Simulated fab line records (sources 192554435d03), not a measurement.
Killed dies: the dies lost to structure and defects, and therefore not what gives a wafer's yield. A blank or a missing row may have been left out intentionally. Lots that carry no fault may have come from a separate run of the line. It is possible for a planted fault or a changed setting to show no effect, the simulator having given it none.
Chamber matching :: flow n5-finfet :: N5_BEOL_M0_SAQP_PECVD_03 on pecvd-03: 3 sister chambers
The step deposits SiCN from 3MS/NH3, target thk 12 nm, time 21.1 s. 22 wafers are shown with their chamber, then 11 later ones without.

== EACH WAFER AND ITS CHAMBER ==
wafer: L074.2
chamber: 0
throttle-valve-pct (%): 9.6
showerhead-plenum-p-Torr (Torr): 3.661

wafer: L074.4
chamber: 1
throttle-valve-pct (%): 10.1
showerhead-plenum-p-Torr (Torr): 3.665

wafer: L074.6
chamber: 2
throttle-valve-pct (%): 8.9
showerhead-plenum-p-Torr (Torr): 3.655

wafer: L077.2
chamber: 1
throttle-valve-pct (%): 9.8
showerhead-plenum-p-Torr (Torr): 3.668

wafer: L077.4
chamber: 2
throttle-valve-pct (%): 8.7
showerhead-plenum-p-Torr (Torr): 3.656

wafer: L077.5
chamber: 1
throttle-valve-pct (%): 10.0
showerhead-plenum-p-Torr (Torr): 3.675

wafer: L078.1
chamber: 0
throttle-valve-pct (%): 9.0
showerhead-plenum-p-Torr (Torr): 3.667

wafer: L078.3
chamber: 2
throttle-valve-pct (%): 8.7
showerhead-plenum-p-Torr (Torr): 3.658

wafer: L078.4
chamber: 1
throttle-valve-pct (%): 10.0
showerhead-plenum-p-Torr (Torr): 3.679

wafer: L079.1
chamber: 0
throttle-valve-pct (%): 9.1
showerhead-plenum-p-Torr (Torr): 3.658

wafer: L079.3
chamber: 1
throttle-valve-pct (%): 9.9
showerhead-plenum-p-Torr (Torr): 3.673

wafer: L079.4
chamber: 0
throttle-valve-pct (%): 9.4
showerhead-plenum-p-Torr (Torr): 3.657

wafer: L082.4
chamber: 0
throttle-valve-pct (%): 9.4
showerhead-plenum-p-Torr (Torr): 3.672

wafer: L082.5
chamber: 2
throttle-valve-pct (%): 8.7
showerhead-plenum-p-Torr (Torr): 3.661

wafer: L082.6
chamber: 1
throttle-valve-pct (%): 10.0
showerhead-plenum-p-Torr (Torr): 3.665

wafer: L083.4
chamber: 2
throttle-valve-pct (%): 8.7
showerhead-plenum-p-Torr (Torr): 3.654

wafer: L083.5
chamber: 1
throttle-valve-pct (%): 9.7
showerhead-plenum-p-Torr (Torr): 3.660

wafer: L083.6
chamber: 0
throttle-valve-pct (%): 9.4
showerhead-plenum-p-Torr (Torr): 3.657

wafer: L084.3
chamber: 1
throttle-valve-pct (%): 9.8
showerhead-plenum-p-Torr (Torr): 3.669

wafer: L084.4
chamber: 0
throttle-valve-pct (%): 9.2
showerhead-plenum-p-Torr (Torr): 3.660

wafer: L084.5
chamber: 1
throttle-valve-pct (%): 10.1
showerhead-plenum-p-Torr (Torr): 3.662

wafer: L089.4
chamber: 0
throttle-valve-pct (%): 9.3
showerhead-plenum-p-Torr (Torr): 3.650

SIGNATURES (means of the wafers above)
reading: throttle-valve-pct
chamber 0: 9.300
chamber 1: 9.933
chamber 2: 8.740
scatter within a chamber: 0.154

reading: showerhead-plenum-p-Torr
chamber 0: 3.66025
chamber 1: 3.66844
chamber 2: 3.65680
scatter within a chamber: 0.00589
Rule: for each reading, subtract the chamber's mean from the wafer's reading, divide by that reading's scatter and square the result; add these up over the readings and take the root, which gives the wafer's distance from the chamber. If the next closest chamber is less than 2 further off than the closest, the wafer can't be placed; otherwise it belongs to the closest. How the scatter is found: for the shown wafers, subtract from each reading the mean of its chamber, square and add these, divide the total by (wafers less chambers), then take the root.

== WAFERS WITHOUT THEIR CHAMBER ==
wafer: L089.5
throttle-valve-pct (%): 8.6
showerhead-plenum-p-Torr (Torr): 3.657

wafer: L089.6
throttle-valve-pct (%): 10.2
showerhead-plenum-p-Torr (Torr): 3.675

wafer: L090.1
throttle-valve-pct (%): 9.8
showerhead-plenum-p-Torr (Torr): 3.664

wafer: L090.3
throttle-valve-pct (%): 9.3
showerhead-plenum-p-Torr (Torr): 3.657

wafer: L090.5
throttle-valve-pct (%): 9.4
showerhead-plenum-p-Torr (Torr): 3.658

wafer: L092.2
throttle-valve-pct (%): 10.0
showerhead-plenum-p-Torr (Torr): 3.666

wafer: L092.3
throttle-valve-pct (%): 8.9
showerhead-plenum-p-Torr (Torr): 3.661

wafer: L092.6
throttle-valve-pct (%): 9.4
showerhead-plenum-p-Torr (Torr): 3.666

wafer: L093.2
throttle-valve-pct (%): 9.4
showerhead-plenum-p-Torr (Torr): 3.662

wafer: L093.3
throttle-valve-pct (%): 10.0
showerhead-plenum-p-Torr (Torr): 3.666

wafer: L093.5
throttle-valve-pct (%): 9.7
showerhead-plenum-p-Torr (Torr): 3.650

== THE CHAMBER EACH PASSED THROUGH ==
wafer: L089.5
from the rows above: 2
in truth: 2

wafer: L089.6
from the rows above: 1
in truth: 1

wafer: L090.1
from the rows above: 1
in truth: 1

wafer: L090.3
from the rows above: 0
in truth: 0

wafer: L090.5
from the rows above: 0
in truth: 0

wafer: L092.2
from the rows above: 1
in truth: 1

wafer: L092.3
from the rows above: can't be placed: 2 or 0
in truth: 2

wafer: L092.6
from the rows above: 0
in truth: 0

wafer: L093.2
from the rows above: 0
in truth: 0

wafer: L093.3
from the rows above: 1
in truth: 1

wafer: L093.5
from the rows above: can't be placed: 0 or 1
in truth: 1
9 of 11 placed correctly. Not placeable from these rows: 2 (in 2, the candidates include the true chamber). Number placed wrongly: 0.
